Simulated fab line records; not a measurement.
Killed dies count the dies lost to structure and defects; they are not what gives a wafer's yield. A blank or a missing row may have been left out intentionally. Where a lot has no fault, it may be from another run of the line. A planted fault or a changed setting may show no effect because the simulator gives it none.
The tool behind it: which one? || flow n5_finfet || Sampling: 9 lots, 27 wafers, 6 of 1938 route steps

WHAT THE GAUGES SHOWED, per wafer
N5_ILD0_THK_MEAS_08. Usual: thk_nm reads 138.4 nm (standard deviation 1.2).
{"lot": "L290", "measured": "day 4 00:46", "on": "film_metro-01", "thk_nm (nm)": "138.2 137.5 138.0", "flag": ""}
{"lot": "L292", "measured": "day 4 14:18", "on": "film_metro-02", "thk_nm (nm)": "137.7 138.5 139.1", "flag": ""}
{"lot": "L294", "measured": "day 5 08:50", "on": "film_metro-01", "thk_nm (nm)": "141.3 139.0 140.5", "flag": ""}
{"lot": "L295", "measured": "day 5 09:25", "on": "film_metro-02", "thk_nm (nm)": "138.2 138.4 140.7", "flag": ""}
{"lot": "L296", "measured": "day 5 20:41", "on": "film_metro-02", "thk_nm (nm)": "139.2 141.0 139.4", "flag": ""}
{"lot": "L298", "measured": "day 6 04:20", "on": "film_metro-01", "thk_nm (nm)": "137.5 138.0 137.2", "flag": ""}
{"lot": "L301", "measured": "day 6 21:34", "on": "film_metro-01", "thk_nm (nm)": "136.2 138.0 137.6", "flag": ""}
{"lot": "L305", "measured": "day 7 19:56", "on": "film_metro-02", "thk_nm (nm)": "136.6 137.5 138.5", "flag": ""}
{"lot": "L309", "measured": "day 8 19:26", "on": "film_metro-02", "thk_nm (nm)": "139.1 138.8 137.0", "flag": ""}

N5_BEOL_M4_RC_MEAS_101. Usual: DIBL_N 36.0 mV/V, standard deviation 2.2; DIBL_P 35.9 mV/V, standard deviation 2.6; IOFF_N 0.16 nA/um, standard deviation 0.038; IOFF_P 0.21 nA/um, standard deviation 0.042; ION_N 675 uA/um, standard deviation 15; ION_P 463 uA/um, standard deviation 10; SS_N 71.5 mV/dec, standard deviation 0.62; SS_P 73.2 mV/dec, standard deviation 0.76; VT_N 250 mV, standard deviation 4.1; VT_P -251 mV, standard deviation 3.6.
{"lot": "L290", "measured": "day 8 00:55", "on": "prober-02", "DIBL_N (mV/V)": "36.3 35.1 32.8", "DIBL_P (mV/V)": "37.2 36.8 34.1", "IOFF_N (nA/um)": "0.17 0.15 0.12", "IOFF_P (nA/um)": "0.21 0.19 0.16", "ION_N (uA/um)": "675 662 672", "ION_P (uA/um)": "458 454 463", "SS_N (mV/dec)": "72.3 71.6 70.7", "SS_P (mV/dec)": "73.5 73.3 72.1", "VT_N (mV)": "249 251 253", "VT_P (mV)": "-252 -252 -255", "flag": ""}
{"lot": "L292", "measured": "day 9 00:44", "on": "prober-01", "DIBL_N (mV/V)": "32.4 32.1 34.7", "DIBL_P (mV/V)": "31.1 31.3 33.8", "IOFF_N (nA/um)": "0.10 0.10 0.13", "IOFF_P (nA/um)": "0.14 0.14 0.18", "ION_N (uA/um)": "662 648 674", "ION_P (uA/um)": "457 454 465", "SS_N (mV/dec)": "71.0 70.5 71.4", "SS_P (mV/dec)": "72.7 72.4 74.1", "VT_N (mV)": "259 260 255", "VT_P (mV)": "-258 -257 -251", "flag": ""}
{"lot": "L294", "measured": "day 9 19:13", "on": "prober-01", "DIBL_N (mV/V)": "43.9 41.1 37.2", "DIBL_P (mV/V)": "43.5 40.2 35.3", "IOFF_N (nA/um)": "0.29 0.22 0.14", "IOFF_P (nA/um)": "0.34 0.26 0.19", "ION_N (uA/um)": "693 687 684", "ION_P (uA/um)": "471 469 467", "SS_N (mV/dec)": "72.5 72.6 71.3", "SS_P (mV/dec)": "75.3 74.2 73.0", "VT_N (mV)": "245 243 252", "VT_P (mV)": "-245 -247 -255", "flag": ""}
{"lot": "L295", "measured": "day 9 22:17", "on": "prober-01", "DIBL_N (mV/V)": "36.5 34.2 35.0", "DIBL_P (mV/V)": "35.6 34.0 34.3", "IOFF_N (nA/um)": "0.15 0.13 0.13", "IOFF_P (nA/um)": "0.20 0.19 0.19", "ION_N (uA/um)": "672 682 673", "ION_P (uA/um)": "462 473 465", "SS_N (mV/dec)": "71.5 70.9 70.7", "SS_P (mV/dec)": "73.3 72.4 72.6", "VT_N (mV)": "249 253 251", "VT_P (mV)": "-249 -250 -249", "flag": ""}
{"lot": "L296", "measured": "day 10 03:46", "on": "prober-01", "DIBL_N (mV/V)": "35.3 37.6 39.0", "DIBL_P (mV/V)": "34.6 36.8 39.5", "IOFF_N (nA/um)": "0.13 0.16 0.21", "IOFF_P (nA/um)": "0.17 0.20 0.24", "ION_N (uA/um)": "673 662 684", "ION_P (uA/um)": "464 450 464", "SS_N (mV/dec)": "70.8 71.5 72.3", "SS_P (mV/dec)": "72.6 74.0 74.1", "VT_N (mV)": "251 252 246", "VT_P (mV)": "-255 -254 -253", "flag": ""}
{"lot": "L298", "measured": "day 10 11:47", "on": "prober-01", "DIBL_N (mV/V)": "32.1 37.1 35.9", "DIBL_P (mV/V)": "32.0 37.1 37.0", "IOFF_N (nA/um)": "0.11 0.16 0.15", "IOFF_P (nA/um)": "0.13 0.19 0.20", "ION_N (uA/um)": "679 687 676", "ION_P (uA/um)": "457 463 453", "SS_N (mV/dec)": "70.8 72.5 71.3", "SS_P (mV/dec)": "71.7 72.6 72.6", "VT_N (mV)": "251 250 247", "VT_P (mV)": "-258 -254 -252", "flag": ""}
{"lot": "L301", "measured": "day 12 06:40", "on": "prober-02", "DIBL_N (mV/V)": "35.7 32.8 36.7", "DIBL_P (mV/V)": "35.0 31.4 34.7", "IOFF_N (nA/um)": "0.15 0.11 0.16", "IOFF_P (nA/um)": "0.19 0.15 0.19", "ION_N (uA/um)": "671 670 669", "ION_P (uA/um)": "464 458 457", "SS_N (mV/dec)": "70.9 70.7 71.8", "SS_P (mV/dec)": "72.2 72.1 72.8", "VT_N (mV)": "248 253 249", "VT_P (mV)": "-250 -254 -250", "flag": ""}
{"lot": "L305", "measured": "day 13 07:03", "on": "prober-02", "DIBL_N (mV/V)": "37.0 37.4 36.6", "DIBL_P (mV/V)": "38.5 38.1 36.9", "IOFF_N (nA/um)": "0.17 0.20 0.17", "IOFF_P (nA/um)": "0.24 0.23 0.22", "ION_N (uA/um)": "662 697 687", "ION_P (uA/um)": "456 478 464", "SS_N (mV/dec)": "72.0 71.2 70.7", "SS_P (mV/dec)": "73.5 73.8 72.4", "VT_N (mV)": "246 243 248", "VT_P (mV)": "-249 -251 -250", "flag": ""}
{"lot": "L309", "measured": "day 13 02:10", "on": "prober-02", "DIBL_N (mV/V)": "35.9 32.9 33.8", "DIBL_P (mV/V)": "36.9 32.5 31.9", "IOFF_N (nA/um)": "0.17 0.12 0.12", "IOFF_P (nA/um)": "0.28 0.19 0.18", "ION_N (uA/um)": "684 663 656", "ION_P (uA/um)": "476 462 454", "SS_N (mV/dec)": "71.5 70.3 70.8", "SS_P (mV/dec)": "74.2 72.6 72.2", "VT_N (mV)": "249 255 252", "VT_P (mV)": "-243 -249 -251", "flag": ""}

WHAT TOOL EACH LOT RAN ON (gives the tool, then ch and the chambers of the sampled wafers, and finally the start)
{"lot": "L290", "N5_SD_EPI_P_ETCH_16": "rie_diel-02 ch 0,1, day 3 17:53", "N5_SD_EPI_P_STRIP_40": "plasma_asher-02 ch 0,1, day 3 18:07", "N5_ILD0_FCVD_FILL_01": "fcvd-02 ch 0,1, day 3 22:19", "N5_ILD0_CMP_03": "cmp-03 ch 0,1, day 4 00:08"}
{"lot": "L292", "N5_SD_EPI_P_ETCH_16": "rie_diel-02 ch 1,2, day 4 07:23", "N5_SD_EPI_P_STRIP_40": "plasma_asher-01 ch 0,1, day 4 07:36", "N5_ILD0_FCVD_FILL_01": "fcvd-01 ch 0,1, day 4 11:43", "N5_ILD0_CMP_03": "cmp-04 ch 0,2,3, day 4 13:48"}
{"lot": "L294", "N5_SD_EPI_P_ETCH_16": "rie_diel-03 ch 0,1,3, day 5 01:49", "N5_SD_EPI_P_STRIP_40": "plasma_asher-02 ch 0,1, day 5 02:03", "N5_ILD0_FCVD_FILL_01": "fcvd-01 ch 0,1, day 5 06:17", "N5_ILD0_CMP_03": "cmp-04 ch 1,2, day 5 08:15"}
{"lot": "L295", "N5_SD_EPI_P_ETCH_16": "rie_diel-05 ch 1,2, day 5 01:51", "N5_SD_EPI_P_STRIP_40": "plasma_asher-01 ch 0,1, day 5 02:04", "N5_ILD0_FCVD_FILL_01": "fcvd-02 ch 0,1, day 5 06:25", "N5_ILD0_CMP_03": "cmp-01 ch 1,2,3, day 5 08:50"}
{"lot": "L296", "N5_SD_EPI_P_ETCH_16": "rie_diel-05 ch 0,2, day 5 12:59", "N5_SD_EPI_P_STRIP_40": "plasma_asher-01 ch 0,1, day 5 13:12", "N5_ILD0_FCVD_FILL_01": "fcvd-01 ch 0, day 5 17:19", "N5_ILD0_CMP_03": "cmp-04 ch 1,3, day 5 19:52"}
{"lot": "L298", "N5_SD_EPI_P_ETCH_16": "rie_diel-02 ch 0,2, day 5 21:20", "N5_SD_EPI_P_STRIP_40": "plasma_asher-01 ch 0,1, day 5 21:34", "N5_ILD0_FCVD_FILL_01": "fcvd-02 ch 0,1, day 6 01:53", "N5_ILD0_CMP_03": "cmp-03 ch 2,3, day 6 03:45"}
{"lot": "L301", "N5_SD_EPI_P_ETCH_16": "rie_diel-05 ch 0,1,2, day 6 13:34", "N5_SD_EPI_P_STRIP_40": "plasma_asher-02 ch 0,1, day 6 13:47", "N5_ILD0_FCVD_FILL_01": "fcvd-01 ch 0,1, day 6 18:04", "N5_ILD0_CMP_03": "cmp-04 ch 1,2, day 6 20:34"}
{"lot": "L305", "N5_SD_EPI_P_ETCH_16": "rie_diel-03 ch 0,1,2, day 7 11:56", "N5_SD_EPI_P_STRIP_40": "plasma_asher-02 ch 0,1, day 7 12:20", "N5_ILD0_FCVD_FILL_01": "fcvd-01 ch 0,1, day 7 16:28", "N5_ILD0_CMP_03": "cmp-04 ch 0,2, day 7 19:00"}
{"lot": "L309", "N5_SD_EPI_P_ETCH_16": "rie_diel-03 ch 0,2,3, day 8 11:41", "N5_SD_EPI_P_STRIP_40": "plasma_asher-02 ch 0,1, day 8 11:55", "N5_ILD0_FCVD_FILL_01": "fcvd-02 ch 0,1, day 8 16:50", "N5_ILD0_CMP_03": "cmp-03 ch 0,1,3, day 8 18:52"}
- N5_SD_EPI_P_ETCH_16: etches SiO2 in CHF3/O2, target depth 5 nm.
- N5_SD_EPI_P_STRIP_40: strips in N2/H2.
- N5_ILD0_FCVD_FILL_01: material SiO2 flowable, target thk 200 nm, time 328.3 s.
- N5_ILD0_CMP_03: polishes, stops on SiNx, t overpolish 1.9 s, target thk 197.38 nm.

AS READ BY THE TOOLS THEMSELVES (means over the sampled wafers that have a number; for cases with no such wafer, the mark the record gives instead)
N5_SD_EPI_P_ETCH_16. Usual: chamber_pressure_mTorr 30.000 mTorr, standard deviation 0.027; drypump_motor_current_A 5.8 A, standard deviation 0.44; oes_product_au 0.80 a.u., standard deviation 0.072; rf_vpp_V 527 V, standard deviation 12; showerhead_plenum_p_Torr 2.41 Torr, standard deviation 0.047; throttle_valve_pct 18.78 %, standard deviation 0.2.
{"lot": "L290", "tool": "rie_diel-02", "chamber_pressure_mTorr (mTorr)": 30.007, "drypump_motor_current_A (A)": 5.6, "oes_product_au (a.u.)": 0.89, "rf_vpp_V (V)": 532, "showerhead_plenum_p_Torr (Torr)": 2.36, "throttle_valve_pct (%)": 18.60, "flag": ""}
{"lot": "L292", "tool": "rie_diel-02", "chamber_pressure_mTorr (mTorr)": 30.007, "drypump_motor_current_A (A)": 6.2, "oes_product_au (a.u.)": 0.77, "rf_vpp_V (V)": 525, "showerhead_plenum_p_Torr (Torr)": 2.39, "throttle_valve_pct (%)": 18.87, "flag": ""}
{"lot": "L294", "tool": "rie_diel-03", "chamber_pressure_mTorr (mTorr)": 29.971, "drypump_motor_current_A (A)": 5.6, "oes_product_au (a.u.)": 0.81, "rf_vpp_V (V)": 533, "showerhead_plenum_p_Torr (Torr)": 2.41, "throttle_valve_pct (%)": 18.81, "flag": ""}
{"lot": "L295", "tool": "rie_diel-05", "chamber_pressure_mTorr (mTorr)": 30.013, "drypump_motor_current_A (A)": 5.8, "oes_product_au (a.u.)": 0.82, "rf_vpp_V (V)": 510, "showerhead_plenum_p_Torr (Torr)": 2.45, "throttle_valve_pct (%)": 18.61, "flag": ""}
{"lot": "L296", "tool": "rie_diel-05", "chamber_pressure_mTorr (mTorr)": 30.010, "drypump_motor_current_A (A)": 5.8, "oes_product_au (a.u.)": 0.77, "rf_vpp_V (V)": 526, "showerhead_plenum_p_Torr (Torr)": 2.40, "throttle_valve_pct (%)": 18.79, "flag": ""}
{"lot": "L298", "tool": "rie_diel-02", "chamber_pressure_mTorr (mTorr)": 30.015, "drypump_motor_current_A (A)": 5.7, "oes_product_au (a.u.)": 0.86, "rf_vpp_V (V)": 536, "showerhead_plenum_p_Torr (Torr)": 2.39, "throttle_valve_pct (%)": 18.60, "flag": ""}
{"lot": "L301", "tool": "rie_diel-05", "chamber_pressure_mTorr (mTorr)": 30.009, "drypump_motor_current_A (A)": 5.7, "oes_product_au (a.u.)": 0.77, "rf_vpp_V (V)": 520, "showerhead_plenum_p_Torr (Torr)": 2.43, "throttle_valve_pct (%)": 18.71, "flag": ""}
{"lot": "L305", "tool": "rie_diel-03", "chamber_pressure_mTorr (mTorr)": 30.000, "drypump_motor_current_A (A)": 5.3, "oes_product_au (a.u.)": 0.83, "rf_vpp_V (V)": 533, "showerhead_plenum_p_Torr (Torr)": 2.43, "throttle_valve_pct (%)": 18.80, "flag": ""}
{"lot": "L309", "tool": "rie_diel-03", "chamber_pressure_mTorr (mTorr)": 29.987, "drypump_motor_current_A (A)": 5.9, "oes_product_au (a.u.)": 0.79, "rf_vpp_V (V)": 527, "showerhead_plenum_p_Torr (Torr)": 2.41, "throttle_valve_pct (%)": 18.79, "flag": ""}

N5_SD_EPI_P_STRIP_40. Usual: drypump_motor_current_A 5.7 A, standard deviation 0.35; heater_power_w 358 W, standard deviation 41; oes_product_au 0.761 a.u., standard deviation 0.011; temp_c 250.02 C, standard deviation 0.22.
{"lot": "L290", "tool": "plasma_asher-02", "drypump_motor_current_A (A)": 5.6, "heater_power_w (W)": 387, "oes_product_au (a.u.)": 0.759, "temp_c (C)": 249.81, "flag": ""}
{"lot": "L292", "tool": "plasma_asher-01", "drypump_motor_current_A (A)": 5.5, "heater_power_w (W)": 354, "oes_product_au (a.u.)": 0.768, "temp_c (C)": 249.89, "flag": ""}
{"lot": "L294", "tool": "plasma_asher-02", "drypump_motor_current_A (A)": 5.7, "heater_power_w (W)": 357, "oes_product_au (a.u.)": 0.761, "temp_c (C)": 250.08, "flag": ""}
{"lot": "L295", "tool": "plasma_asher-01", "drypump_motor_current_A (A)": 5.5, "heater_power_w (W)": 351, "oes_product_au (a.u.)": 0.767, "temp_c (C)": 249.92, "flag": ""}
{"lot": "L296", "tool": "plasma_asher-01", "drypump_motor_current_A (A)": 5.8, "heater_power_w (W)": 337, "oes_product_au (a.u.)": 0.750, "temp_c (C)": 249.87, "flag": ""}
{"lot": "L298", "tool": "plasma_asher-01", "drypump_motor_current_A (A)": 5.8, "heater_power_w (W)": 334, "oes_product_au (a.u.)": 0.758, "temp_c (C)": 250.06, "flag": ""}
{"lot": "L301", "tool": "plasma_asher-02", "drypump_motor_current_A (A)": 5.6, "heater_power_w (W)": 382, "oes_product_au (a.u.)": 0.757, "temp_c (C)": 249.81, "flag": ""}
{"lot": "L305", "tool": "plasma_asher-02", "drypump_motor_current_A (A)": 5.7, "heater_power_w (W)": 353, "oes_product_au (a.u.)": 0.757, "temp_c (C)": 249.95, "flag": ""}
{"lot": "L309", "tool": "plasma_asher-02", "drypump_motor_current_A (A)": 5.7, "heater_power_w (W)": 360, "oes_product_au (a.u.)": 0.764, "temp_c (C)": 250.00, "flag": ""}

N5_ILD0_FCVD_FILL_01. Usual: chamber_pressure_Torr reads 0.7999 Torr (standard deviation 0.0017).
{"lot": "L290", "tool": "fcvd-02", "chamber_pressure_Torr (Torr)": 0.7982, "flag": ""}
{"lot": "L292", "tool": "fcvd-01", "chamber_pressure_Torr (Torr)": 0.7996, "flag": ""}
{"lot": "L294", "tool": "fcvd-01", "chamber_pressure_Torr (Torr)": 0.7989, "flag": ""}
{"lot": "L295", "tool": "fcvd-02", "chamber_pressure_Torr (Torr)": 0.8006, "flag": ""}
{"lot": "L296", "tool": "fcvd-01", "chamber_pressure_Torr (Torr)": 0.7987, "flag": ""}
{"lot": "L298", "tool": "fcvd-02", "chamber_pressure_Torr (Torr)": 0.7980, "flag": ""}
{"lot": "L301", "tool": "fcvd-01", "chamber_pressure_Torr (Torr)": 0.7999, "flag": ""}
{"lot": "L305", "tool": "fcvd-01", "chamber_pressure_Torr (Torr)": 0.8000, "flag": ""}
{"lot": "L309", "tool": "fcvd-02", "chamber_pressure_Torr (Torr)": 0.7998, "flag": ""}

N5_ILD0_CMP_03. Usual: motor_current_A 13.1 A, standard deviation 1.4; overpolish_run_s 1.899 s, standard deviation 0.0088; platen_rpm 51.80 rpm, standard deviation 0.036; retaining_ring_pressure_frac 1.001, standard deviation 0.0045; slurry_flow_ml_min 150.0, standard deviation 0.5; time_to_endpoint_s 68 s, standard deviation 4.
{"lot": "L290", "tool": "cmp-03", "motor_current_A (A)": 12.4, "overpolish_run_s (s)": 1.898, "platen_rpm (rpm)": 51.80, "retaining_ring_pressure_frac": 0.999, "slurry_flow_ml_min": 149.4, "time_to_endpoint_s (s)": 68, "flag": ""}
{"lot": "L292", "tool": "cmp-04", "motor_current_A (A)": 13.7, "overpolish_run_s (s)": 1.905, "platen_rpm (rpm)": 51.77, "retaining_ring_pressure_frac": 1.002, "slurry_flow_ml_min": 149.5, "time_to_endpoint_s (s)": 66, "flag": ""}
{"lot": "L294", "tool": "cmp-04", "motor_current_A (A)": 14.1, "overpolish_run_s (s)": 1.899, "platen_rpm (rpm)": 51.86, "retaining_ring_pressure_frac": 0.996, "slurry_flow_ml_min": 149.9, "time_to_endpoint_s (s)": 70, "flag": ""}
{"lot": "L295", "tool": "cmp-01", "motor_current_A (A)": 12.4, "overpolish_run_s (s)": 1.897, "platen_rpm (rpm)": 51.79, "retaining_ring_pressure_frac": 1.002, "slurry_flow_ml_min": 150.3, "time_to_endpoint_s (s)": 71, "flag": ""}
{"lot": "L296", "tool": "cmp-04", "motor_current_A (A)": 13.4, "overpolish_run_s (s)": 1.891, "platen_rpm (rpm)": 51.82, "retaining_ring_pressure_frac": 0.998, "slurry_flow_ml_min": 150.4, "time_to_endpoint_s (s)": 124, "flag": "OFF"}
{"lot": "L298", "tool": "cmp-03", "motor_current_A (A)": 12.3, "overpolish_run_s (s)": 1.892, "platen_rpm (rpm)": 51.80, "retaining_ring_pressure_frac": 0.999, "slurry_flow_ml_min": 150.0, "time_to_endpoint_s (s)": 69, "flag": ""}
{"lot": "L301", "tool": "cmp-04", "motor_current_A (A)": 13.6, "overpolish_run_s (s)": 1.899, "platen_rpm (rpm)": 51.76, "retaining_ring_pressure_frac": 1.001, "slurry_flow_ml_min": 150.2, "time_to_endpoint_s (s)": 124, "flag": "OFF"}
{"lot": "L305", "tool": "cmp-04", "motor_current_A (A)": 12.8, "overpolish_run_s (s)": 1.900, "platen_rpm (rpm)": 51.77, "retaining_ring_pressure_frac": 1.000, "slurry_flow_ml_min": 150.8, "time_to_endpoint_s (s)": 130, "flag": "OFF"}
{"lot": "L309", "tool": "cmp-03", "motor_current_A (A)": 13.1, "overpolish_run_s (s)": 1.900, "platen_rpm (rpm)": 51.81, "retaining_ring_pressure_frac": 1.000, "slurry_flow_ml_min": 149.9, "time_to_endpoint_s (s)": 68, "flag": ""}

THE ANSWER, worked out from the rows above alone
Rule: a lot counts as off when the mean over its wafers that have a number is more than 3 standard deviations away from the usual mean. A lot without any number at a reading at which 4 lots or more have one is off too. All remaining lots with rows at the step are treated as sound. The gauges are gone through in route order, then the tools' own readings, and for those a lot's mean is taken as printed above. The first step at which some lot is off is used, and at that step the reading that is off furthest; a lot without a number counts as furthest.
Off: L296, L301, L305, at N5_ILD0_CMP_03 (time_to_endpoint_s).
A tool fits if, at that step or a process step before it, it ran every lot that is off, and no sound lot after the first of them. 2 tools fit, fcvd-01 at N5_ILD0_FCVD_FILL_01 and cmp-04 at N5_ILD0_CMP_03, so this cannot tell which one it is.

WHAT THE SIMULATOR HAD PUT IN
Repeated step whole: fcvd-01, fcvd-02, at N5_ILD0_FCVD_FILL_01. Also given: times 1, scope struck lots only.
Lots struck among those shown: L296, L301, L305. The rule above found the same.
